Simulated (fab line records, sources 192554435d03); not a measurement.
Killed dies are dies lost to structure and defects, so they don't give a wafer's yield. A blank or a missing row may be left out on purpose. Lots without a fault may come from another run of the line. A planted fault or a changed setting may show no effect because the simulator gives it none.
fab line records | flow n5_finfet
record lots=24 wafers=72 last_day=18
route steps=1938 shown DUMMY_GATE@232 SD_EPI_N@289 SD_EPI_P@303 ILD0@343 SDB@356
lots that met no fault: from a run of the same line without faults
start_h: hours from the record's first day to the start of the lot's first wafer shown | wait_h: hours since the lot's step before | " the same as in the row above | L1.1+2: a row that stands for several wafers | - no value, or no start given | * or withheld: withheld | < > ~ a bound
route shown NAME@n: a module of which the file shows steps, and the number in the route of the first | usual: mean/standard deviation of fault-free wafers | same: alike in all rows | chamber/n: place in a boat | sites: the reading at each site | _std_site: their standard deviation | _edge_site: outer sites' mean less inner sites' | radius_mm: how far each site lies from the wafer's centre | mask NAME#n: copy n | behind: the tool/chamber that last shaped the wafer | hold: why the lot was held/for how many hours/how that ended | device: the transistor (n, p or np) that didn't switch | end of line: the same wafers' tests at the end of the route | a step without rows: its recipe alone | killed: dies lost to structure and defects at the first sort, not the wafer's yield | map: a wafer's dies, x killed, . not, _ none there
set.NAME: the setting as run; set.NAME@STEP: as run at that earlier step | model.NAME: the simulator's own value behind a step, which no gauge read
steps of the route over a sample of lots; a table a step, a row a wafer
services: from which hour (start_h, from the record's first day; less than 0 if before it) a tool's chamber was out of use, for how many hours, and why
## steps
# step N5_DUMMY_GATE_OVL_MEAS_16
# recipe points_per_wafer=522
# usual GATE_OVL=-0.3/0.72
# columns lot.wafer tool chamber start_h wait_h GATE_OVL[nm]
L074.3 overlay-01 0 47.65 0.0 0.4
L074.4 " 0 " " 0.3
L074.5 " 0 " " -0.7
L075.2 overlay-02 0 52.20 0.0 0.5
L075.3 " 0 " " -0.1
L075.5 " 0 " " -0.2
L076.1 overlay-01 0 58.52 0.0 1.0
L076.2 " 0 " " 0.8
L076.4 " 0 " " 0.6
L077.4 overlay-01 0 64.38 0.0 -0.3
L077.5 " 0 " " 0.5
L077.6 " 0 " " -0.3
L078.2 overlay-01 0 69.70 0.0 1.8
L078.3 " 0 " " 0.5
L078.6 " 0 " " -0.3
L079.2 overlay-01 0 77.60 0.0 0.7
L079.3 " 0 " " 0.2
L079.4 " 0 " " 0.3
L080.2 overlay-02 0 81.40 0.0 -0.2
L080.4 " 0 " " 0.4
L080.5 " 0 " " -1.2
L081.2 overlay-02 0 91.74 0.0 -1.0
L081.5 " 0 " " -0.9
L081.6 " 0 " " -1.8
L082.1 overlay-01 0 96.38 0.0 -0.7
L082.2 " 0 " " -0.8
L082.6 " 0 " " -0.3
L083.4 overlay-02 0 100.13 0.0 -0.9
L083.5 " 0 " " -1.6
L083.6 " 0 " " -0.3
L084.2 overlay-02 0 109.77 0.0 -2.1
L084.4 " 0 " " -1.2
L084.6 " 0 " " -1.1
L085.1 overlay-02 0 113.76 0.0 -0.1
L085.4 " 0 " " -0.2
L085.5 " 0 " " -0.2
L086.1 overlay-02 0 120.08 0.0 0.6
L086.4 " 0 " " -0.3
L086.6 " 0 " " -0.7
L087.1 overlay-02 0 125.74 0.0 -0.6
L087.2 " 0 " " -1.2
L087.3 " 0 " " -1.7
L088.1 overlay-01 0 128.93 0.0 -0.5
L088.3 " 0 " " -1.2
L088.4 " 0 " " -0.2
L089.4 overlay-01 0 135.71 0.0 -0.3
L089.5 " 0 " " -0.8
L089.6 " 0 " " -0.7
L090.1 overlay-01 0 142.60 0.0 -0.2
L090.2 " 0 " " 0.1
L090.3 " 0 " " 0.7
L091.1 overlay-01 0 147.44 0.0 -0.5
L091.3 " 0 " " -0.8
L091.6 " 0 " " -0.6
L092.1 overlay-01 0 157.77 0.0 1.1
L092.4 " 0 " " 0.5
L092.5 " 0 " " 0.7
L093.1 overlay-02 0 163.53 0.0 -1.0
L093.4 " 0 " " -1.0
L093.6 " 0 " " -1.5
L094.2 overlay-02 0 168.28 0.0 -0.1
L094.3 " 0 " " -0.4
L094.6 " 0 " " 0.2
L095.2 overlay-01 0 176.13 0.0 -1.0
L095.4 " 0 " " -0.6
L095.5 " 0 " " -0.1
L096.3 overlay-01 0 182.91 0.0 0.2
L096.4 " 0 " " -0.8
L096.6 " 0 " " 0.1
L097.2 overlay-02 0 184.19 0.0 -1.1
L097.3 " 0 " " -0.4
L097.5 " 0 " " -0.1
# step N5_DUMMY_GATE_ETCH_23
# recipe chemistry=HBr/Cl2/O2 HBr_flow_sccm=150 Cl2_flow_sccm=80 O2_flow_sccm=12 bias_w=102 target_depth_a=410 time_s=22.3 target=poly-Si mask_material=SiO2 pressure_mtorr=10 icp_w=800
# usual drypump_motor_current_A=5.9/0.41 oes_product_au=1.000/0.023 throttle_valve_pct=37.1/0.33
# columns lot.wafer tool chamber start_h wait_h drypump_motor_current_A oes_product_au rf_hours_counter_h throttle_valve_pct
L074.3 rie_si-02 0 49.47 0.0 6.0 1.033 17 37.0
L074.4 " 2 " " 5.2 0.976 152 37.0
L074.5 " 2 " " 5.2 0.972 - 37.0
L075.2 rie_si-04 2 52.99 0.0 5.9 0.996 2 37.4
L075.3 " 3 " " 6.0 1.008 5 36.7
L075.5 " 2 " " 5.9 1.008 - 37.4
L076.1 rie_si-04 0 59.75 0.0 5.8 0.986 152 37.3
L076.2 " 2 " " 5.9 0.998 2 37.4
L076.4 " 1 " " 6.5 0.990 47 37.2
L077.4 rie_si-02 1 65.16 0.0 6.2 0.993 20 36.5
L077.5 " 2 " " 5.2 0.971 - 37.0
L077.6 " 1 " " 6.2 0.972 - 36.5
L078.2 rie_si-01 0 70.58 0.0 5.4 1.025 38 37.4
L078.3 " 1 " " 5.4 1.004 57 37.1
L078.6 " 1 " " 5.4 0.989 - 37.1
L079.2 rie_si-04 2 78.41 0.0 5.9 0.992 3 37.4
L079.3 " 1 " " 6.5 0.997 48 37.2
L079.4 " 0 " " 5.8 0.975 152 37.3
L080.2 rie_si-02 3 83.36 0.0 6.1 1.022 104 37.2
L080.4 " 1 " " 6.2 0.981 20 36.5
L080.5 " 1 " " 6.2 0.991 - 36.5
L081.2 rie_si-04 3 92.96 0.0 5.9 0.998 6 36.7
L081.5 " 0 " " 5.8 0.965 - 37.3
L081.6 " 3 " " 6.0 1.004 - 36.7
L082.1 rie_si-01 1 97.20 0.0 5.4 0.990 57 37.1
L082.2 " 0 " " 5.4 1.030 38 37.4
L082.6 " 0 " " 5.4 1.017 - 37.4
L083.4 rie_si-01 2 101.12 0.0 6.2 0.992 196 37.5
L083.5 " 0 " " 5.4 1.025 - 37.4
L083.6 " 3 " " 6.5 0.975 - 37.8
L084.2 rie_si-02 1 110.56 0.0 6.2 0.998 21 36.5
L084.4 " 3 " " 6.1 1.026 104 37.2
L084.6 " 1 " " 6.2 0.984 - 36.5
L085.1 rie_si-01 2 114.65 0.0 6.2 0.986 196 37.5
L085.4 " 3 " " 6.6 0.969 73 37.8
L085.5 " 1 " " 5.3 0.992 - 37.1
L086.1 rie_si-02 0 121.15 0.0 6.0 1.035 18 37.0
L086.4 " 2 " " 5.2 0.971 153 37.0
L086.6 " 0 " " 6.0 1.034 - 37.0
L087.1 rie_si-04 2 126.54 0.0 5.9 0.989 3 37.4
L087.2 " 0 " " 5.8 0.963 153 37.3
L087.3 " 1 " " 6.5 0.988 48 37.2
L088.1 rie_si-01 3 129.93 0.0 6.5 0.974 73 37.8
L088.3 " 2 " " 6.2 0.991 196 37.5
L088.4 " 2 " " 6.2 0.988 - 37.5
L089.4 rie_si-02 0 136.88 0.0 6.0 1.044 19 37.0
L089.5 " 3 " " 6.1 1.030 - 37.1
L089.6 " 0 " " 6.0 1.043 - 37.0
L090.1 rie_si-02 3 143.44 0.0 6.1 1.016 105 37.2
L090.2 " 1 " " 6.2 0.989 21 36.5
L090.3 " 2 " " 5.2 0.978 154 37.0
L091.1 rie_si-01 0 148.23 0.0 5.4 1.025 39 37.4
L091.3 " 3 " " 6.5 0.968 74 37.8
L091.6 " 3 " " 6.5 0.959 - 37.8
L092.1 rie_si-02 1 158.76 0.0 6.1 0.987 22 36.5
L092.4 " 3 " " 6.1 1.023 105 37.2
L092.5 " 1 " " 6.1 0.990 - 36.5
L093.1 rie_si-01 2 164.33 0.0 6.2 1.018 0 37.1
L093.4 " 1 " " 5.3 0.996 58 37.1
L093.6 " 0 " " 5.4 1.026 - 37.4
L094.2 rie_si-01 1 169.09 0.0 5.4 1.006 58 37.1
L094.3 " 0 " " 5.4 1.027 40 37.4
L094.6 " 2 " " 6.2 1.005 - 37.1
L095.2 rie_si-02 3 177.17 0.0 6.1 1.029 105 37.2
L095.4 " 1 " " 6.1 0.993 22 36.5
L095.5 " 3 " " 6.1 1.034 - 37.1
L096.3 rie_si-04 1 184.13 0.0 6.5 0.980 49 37.2
L096.4 " 2 " " 5.9 0.987 5 37.4
L096.6 " 0 " " 5.8 0.969 - 37.3
L097.2 rie_si-02 0 185.39 0.0 6.0 1.040 20 37.0
L097.3 " 2 " " 5.2 0.987 154 37.0
L097.5 " 0 " " 6.0 1.038 - 37.0
# step N5_SD_EPI_N_EPI_MEAS_23
# recipe mode=xrd
# usual thk_nm=58.8/1.2
# columns lot.wafer tool chamber start_h wait_h thk_nm
L074.3 film_metro-02 - 54.52 0.9 59.8
L074.4 " - " " 60.0
L074.5 " - " " 60.6
L075.2 film_metro-01 - 57.94 1.2 58.7
L075.3 " - " " 59.1
L075.5 " - " " 58.7
L076.1 film_metro-01 - 64.73 1.4 61.4
L076.2 " - " " 57.8
L076.4 " - " " 58.3
L077.4 film_metro-01 - 71.75 0.8 58.5
L077.5 " - " " 58.0
L077.6 " - " " 58.9
L078.2 film_metro-02 - 75.45 1.2 60.2
L078.3 " - " " 59.9
L078.6 " - " " 56.5
L079.2 film_metro-02 - 83.24 1.2 58.9
L079.3 " - " " 57.9
L079.4 " - " " 59.0
L080.2 film_metro-01 - 88.46 1.2 58.9
L080.4 " - " " 56.6
L080.5 " - " " 59.1
L081.2 film_metro-02 - 97.90 1.2 57.8
L081.5 " - " " 59.2
L081.6 " - " " 58.3
L082.1 film_metro-02 - 103.32 1.4 60.0
L082.2 " - " " 58.2
L082.6 " - " " 59.5
L083.4 film_metro-01 - 106.33 0.6 57.2
L083.5 " - " " 60.1
L083.6 " - " " 59.4
L084.2 film_metro-01 - 115.93 1.2 59.3
L084.4 " - " " 58.9
L084.6 " - " " 59.7
L085.1 film_metro-02 - 119.58 1.4 57.9
L085.4 " - " " 57.0
L085.5 " - " " 59.0
L086.1 film_metro-02 - 126.04 1.4 58.0
L086.4 " - " " 59.5
L086.6 " - " " 56.9
L087.1 film_metro-01 - 132.77 1.9 60.7
L087.2 " - " " 59.3
L087.3 " - " " 57.3
L088.1 film_metro-01 - 135.57 1.4 60.2
L088.3 " - " " 58.3
L088.4 " - " " 58.2
L089.4 film_metro-01 - 143.38 0.6 60.6
L089.5 " - " " 57.5
L089.6 " - " " 60.0
L090.1 film_metro-02 - 149.06 1.4 55.8
L090.2 " - " " 58.7
L090.3 " - " " 60.6
L091.1 film_metro-01 - 153.67 1.4 58.4
L091.3 " - " " 58.7
L091.6 " - " " 59.5
L092.1 film_metro-01 - 163.57 1.4 59.6
L092.4 " - " " 58.1
L092.5 " - " " 60.5
L093.1 film_metro-02 - 169.61 1.4 58.3
L093.4 " - " " 57.4
L093.6 " - " " 59.2
L094.2 film_metro-01 - 173.91 1.2 60.9
L094.3 " - " " 61.7
L094.6 " - " " 61.0
L095.2 film_metro-02 - 182.39 1.2 58.9
L095.4 " - " " 57.5
L095.5 " - " " 59.6
L096.3 film_metro-01 - 191.90 1.2 57.5
L096.4 " - " " 57.7
L096.6 " - " " 60.1
L097.2 film_metro-02 - 192.64 1.5 58.8
L097.3 " - " " 58.8
L097.5 " - " " 56.1
# step N5_SD_EPI_P_CD_MEAS_09
# recipe target_cd_nm=240 landing_energy_ev=500 detector=se_inlens
# usual cd_nm=239.5/0.85
# columns lot.wafer tool chamber start_h wait_h cd_nm
L074.3 cd_sem-03 0 55.49 - 240.2
L074.4 " 0 " " 239.2
L074.5 " 0 " " 239.3
L075.2 cd_sem-02 0 58.77 - 239.4
L075.3 " 0 " " 238.8
L075.5 " 0 " " 239.0
L076.1 cd_sem-02 0 66.59 - 239.3
L076.2 " 0 " " 238.6
L076.4 " 0 " " 239.8
L077.4 cd_sem-01 0 72.77 - 239.1
L077.5 " 0 " " 240.8
L077.6 " 0 " " 239.6
L078.2 cd_sem-01 0 76.40 - 239.5
L078.3 " 0 " " 238.7
L078.6 " 0 " " 240.4
L079.2 cd_sem-02 0 84.30 - 238.1
L079.3 " 0 " " 238.6
L079.4 " 0 " " 238.8
L080.2 cd_sem-02 0 89.29 - 238.7
L080.4 " 0 " " 239.5
L080.5 " 0 " " 240.2
L081.2 cd_sem-01 0 99.19 - 239.0
L081.5 " 0 " " 239.0
L081.6 " 0 " " 239.5
L082.1 cd_sem-01 0 104.27 - 241.3
L082.2 " 0 " " 241.8
L082.6 " 0 " " 240.9
L083.4 cd_sem-02 0 107.29 - 239.7
L083.5 " 0 " " 239.4
L083.6 " 0 " " 238.4
L084.2 cd_sem-01 0 117.48 - 240.1
L084.4 " 0 " " 240.7
L084.6 " 0 " " 240.6
L085.1 cd_sem-03 0 120.53 - 239.3
L085.4 " 0 " " 240.3
L085.5 " 0 " " 240.5
L086.1 cd_sem-02 0 126.87 - 240.8
L086.4 " 0 " " 239.8
L086.6 " 0 " " 240.5
L087.1 cd_sem-03 0 134.15 - 240.1
L087.2 " 0 " " 239.7
L087.3 " 0 " " 240.4
L088.1 cd_sem-03 0 137.13 - 239.5
L088.3 " 0 " " 239.9
L088.4 " 0 " " 238.7
L089.4 cd_sem-01 0 144.29 - 239.9
L089.5 " 0 " " 239.7
L089.6 " 0 " " 239.8
L090.1 cd_sem-02 0 150.03 - 239.2
L090.2 " 0 " " 238.2
L090.3 " 0 " " 239.1
L091.1 cd_sem-03 0 154.50 - 240.2
L091.3 " 0 " " 239.4
L091.6 " 0 " " 240.8
L092.1 cd_sem-02 0 164.52 - 239.3
L092.4 " 0 " " 238.6
L092.5 " 0 " " 239.4
L093.1 cd_sem-02 0 170.55 - 238.1
L093.4 " 0 " " 238.7
L093.6 " 0 " " 237.9
L094.2 cd_sem-02 0 174.74 - 239.0
L094.3 " 0 " " 238.8
L094.6 " 0 " " 238.0
L095.2 cd_sem-02 0 185.06 - 239.9
L095.4 " 0 " " 238.9
L095.5 " 0 " " 238.5
L096.3 cd_sem-03 0 192.83 - 239.6
L096.4 " 0 " " 239.2
L096.6 " 0 " " 239.4
L097.2 cd_sem-02 0 193.71 - 238.3
L097.3 " 0 " " 238.9
L097.5 " 0 " " 239.9
# step N5_ILD0_ALD_15
# recipe material=SiNx target_thk_a=240 temp_c=400 ald_precursor_family=SiH2I2 ald_co_reactant=N2/H2-plasma pulse_time_s=1 ald_cycles=480 purge_time_s=2 co_reactant_purge_time_s=2 pressure_torr=2
# usual heater_power_w=837/91 precursor_pulse_height_rel=1.000/0.022
# columns lot.wafer tool chamber start_h wait_h heater_power_w precursor_pulse_height_rel
L074.3 ald_sin-03 3 63.80 0.4 734 1.015
L074.4 " 1 " " 865 1.016
L074.5 " 3 64.88 1.2 770 0.985
L075.2 ald_sin-02 2 67.40 0.5 739 0.995
L075.3 " 3 " " 1001 0.973
L075.5 " 0 68.48 1.2 757 0.978
L076.1 ald_sin-02 2 74.94 0.6 729 0.993
L076.2 " 0 " " 748 1.020
L076.4 " 1 " " 808 0.992
L077.4 ald_sin-02 1 82.18 0.5 791 0.995
L077.5 " 3 83.27 1.5 1012 0.982
L077.6 " 0 " " 747 0.990
L078.2 ald_sin-03 3 85.61 0.5 732 1.001
L078.3 " 0 " " 854 0.983
L078.6 " 2 86.70 1.1 880 0.938
L079.2 ald_sin-01 0 94.08 0.6 972 1.031
L079.3 " 3 " " 956 1.029
L079.4 " 2 " " 734 0.994
L080.2 ald_sin-01 0 98.15 0.9 966 1.003
L080.4 " 3 " " 972 1.014
L080.5 " 0 99.24 1.7 939 0.978
L081.2 ald_sin-01 3 108.72 0.5 978 0.986
L081.5 " 0 109.80 1.2 956 0.971
L081.6 " 1 " " 833 0.993
L082.1 ald_sin-03 0 112.65 0.6 861 1.003
L082.2 " 2 " " 865 0.999
L082.6 " 0 113.74 1.1 833 1.022
L083.4 ald_sin-01 1 115.78 0.2 832 1.008
L083.5 " 2 116.86 1.2 704 0.993
L083.6 " 1 " " 811 0.948
L084.2 ald_sin-03 1 125.83 0.5 843 0.986
L084.4 " 2 " " 898 0.961
L084.6 " 0 126.91 1.1 834 0.995
L085.1 ald_sin-02 3 129.29 0.6 949 1.011
L085.4 " 0 " " 762 0.991
L085.5 " 2 130.38 1.2 683 1.002
L086.1 ald_sin-02 1 135.67 1.1 813 1.030
L086.4 " 0 " " 755 1.010
L086.6 " 3 136.76 1.6 980 0.983
L087.1 ald_sin-03 0 143.69 0.6 853 1.004
L087.2 " 1 " " 866 1.005
L087.3 " 2 " " 884 0.977
L088.1 ald_sin-01 1 145.44 0.6 818 1.029
L088.3 " 3 " " 966 1.025
L088.4 " 2 " " 720 0.988
L089.4 ald_sin-01 1 152.80 0.2 824 0.985
L089.5 " 1 153.89 1.2 841 1.034
L089.6 " 2 " " 705 0.974
L090.1 ald_sin-01 1 158.93 0.6 838 1.026
L090.2 " 2 " " 726 1.003
L090.3 " 3 " " 971 0.989
L091.1 ald_sin-03 3 162.99 0.6 742 0.968
L091.3 " 1 " " 865 0.990
L091.6 " 3 164.07 1.1 766 0.988
L092.1 ald_sin-02 2 173.14 0.6 704 0.937
L092.4 " 0 " " 762 1.020
L092.5 " 2 174.23 1.2 716 0.994
L093.1 ald_sin-03 1 179.30 0.6 855 1.022
L093.4 " 2 " " 904 1.011
L093.6 " 2 180.39 1.2 876 1.015
L094.2 ald_sin-02 2 184.24 0.5 696 0.987
L094.3 " 3 " " 951 1.022
L094.6 " 2 185.32 1.1 716 1.009
L095.2 ald_sin-01 0 193.40 0.5 941 0.991
L095.4 " 1 " " 768 1.051
L095.5 " 1 194.49 1.2 797 0.995
L097.2 ald_sin-01 3 202.86 0.5 924 0.991
L097.3 " 2 " " 725 1.026
L097.5 " 1 203.95 1.2 776 0.987
L096.3 ald_sin-03 2 204.00 0.5 894 0.956
L096.4 " 1 " " 860 1.000
L096.6 " 1 205.09 1.2 846 0.966
# step N5_SDB_CD_MEAS_11
# recipe target_cd_nm=50 landing_energy_ev=500 detector=se_inlens polarity=opening
# usual cd_nm=49.7/1.1
# columns lot.wafer tool chamber start_h wait_h cd_nm
L074.3 cd_sem-02 0 66.68 - 51.5
L074.4 " 0 " " 51.9
L074.5 " 0 " " 52.2
L075.2 cd_sem-03 0 70.28 - 51.1
L075.3 " 0 " " 49.8
L075.5 " 0 " " 48.8
L076.1 cd_sem-02 0 77.82 - 50.5
L076.2 " 0 " " 49.6
L076.4 " 0 " " 48.9
L077.4 cd_sem-03 0 85.36 - 49.0
L077.5 " 0 " " 50.8
L077.6 " 0 " " 49.8
L078.2 cd_sem-01 0 88.62 - 49.3
L078.3 " 0 " " 48.5
L078.6 " 0 " " 48.1
L079.2 cd_sem-03 0 97.00 - 49.2
L079.3 " 0 " " 49.2
L079.4 " 0 " " 49.2
L080.2 cd_sem-02 0 101.16 - 48.3
L080.4 " 0 " " 47.8
L080.5 " 0 " " 46.7
L081.2 cd_sem-03 0 111.75 - 50.5
L081.5 " 0 " " 49.3
L081.6 " 0 " " 50.5
L082.1 cd_sem-02 0 115.80 - 49.9
L082.2 " 0 " " 50.5
L082.6 " 0 " " 49.2
L083.4 cd_sem-01 0 118.79 - 50.7
L083.5 " 0 " " 50.5
L083.6 " 0 " " 50.5
L084.2 cd_sem-01 0 128.84 - 51.3
L084.4 " 0 " " 51.6
L084.6 " 0 " " 50.8
L085.1 cd_sem-01 0 132.18 - 49.4
L085.4 " 0 " " 48.5
L085.5 " 0 " " 48.2
L086.1 cd_sem-01 0 138.55 - 50.8
L086.4 " 0 " " 51.3
L086.6 " 0 " " 49.2
L087.1 cd_sem-02 0 146.57 - 47.5
L087.2 " 0 " " 50.0
L087.3 " 0 " " 49.9
L088.1 cd_sem-02 0 148.45 - 49.7
L088.3 " 0 " " 48.2
L088.4 " 0 " " 49.3
L089.4 cd_sem-03 0 155.69 - 47.8
L089.5 " 0 " " 48.6
L089.6 " 0 " " 48.6
L090.1 cd_sem-02 0 161.94 - 49.3
L090.2 " 0 " " 48.7
L090.3 " 0 " " 49.7
L091.1 cd_sem-01 0 165.87 - 50.0
L091.3 " 0 " " 50.3
L091.6 " 0 " " 50.2
L092.1 cd_sem-01 0 176.15 - 49.5
L092.4 " 0 " " 49.3
L092.5 " 0 " " 48.4
L093.1 cd_sem-03 0 182.19 - 51.1
L093.4 " 0 " " 49.7
L093.6 " 0 " " 49.8
L094.2 cd_sem-01 0 187.27 - 49.3
L094.3 " 0 " " 48.6
L094.6 " 0 " " 51.6
L095.2 cd_sem-02 0 196.44 - 48.7
L095.4 " 0 " " 51.2
L095.5 " 0 " " 49.6
L097.2 cd_sem-01 0 205.75 - 50.1
L097.3 " 0 " " 50.5
L097.5 " 0 " " 50.8
L096.3 cd_sem-03 0 207.05 - 51.4
L096.4 " 0 " " 50.7
L096.6 " 0 " " 51.9
## services
# columns tool chamber start_h hours kind
rie_si-02 1 27.49 3.1 repair
rie_si-04 - 46.61 1.2 repair
ald_sin-02 - 85.25 14.0 pm
ald_sin-02 0 85.25 14.0 vent_cycle
ald_sin-02 1 85.25 14.0 vent_cycle
ald_sin-02 2 85.25 14.0 vent_cycle
ald_sin-02 3 85.25 14.0 vent_cycle
ald_sin-02 0 99.25 - clean
ald_sin-02 1 99.25 - clean
rie_si-01 1 123.29 8.5 repair
rie_si-01 2 131.82 - clean
rie_si-01 2 131.82 13.2 scheduled_down
rie_si-01 2 131.82 13.2 vent_cycle
ald_sin-03 1 155.05 4.3 repair
ald_sin-01 - 178.60 14.0 pm
ald_sin-01 0 178.60 14.0 vent_cycle
ald_sin-01 1 178.60 14.0 vent_cycle
ald_sin-01 2 178.60 14.0 vent_cycle
ald_sin-01 3 178.60 14.0 vent_cycle
rie_si-04 - 181.82 0.2 repair
ald_sin-01 0 192.60 - clean
ald_sin-01 1 192.60 - clean
ald_sin-01 2 192.60 - clean
ald_sin-01 3 192.60 - clean
## key
fault none
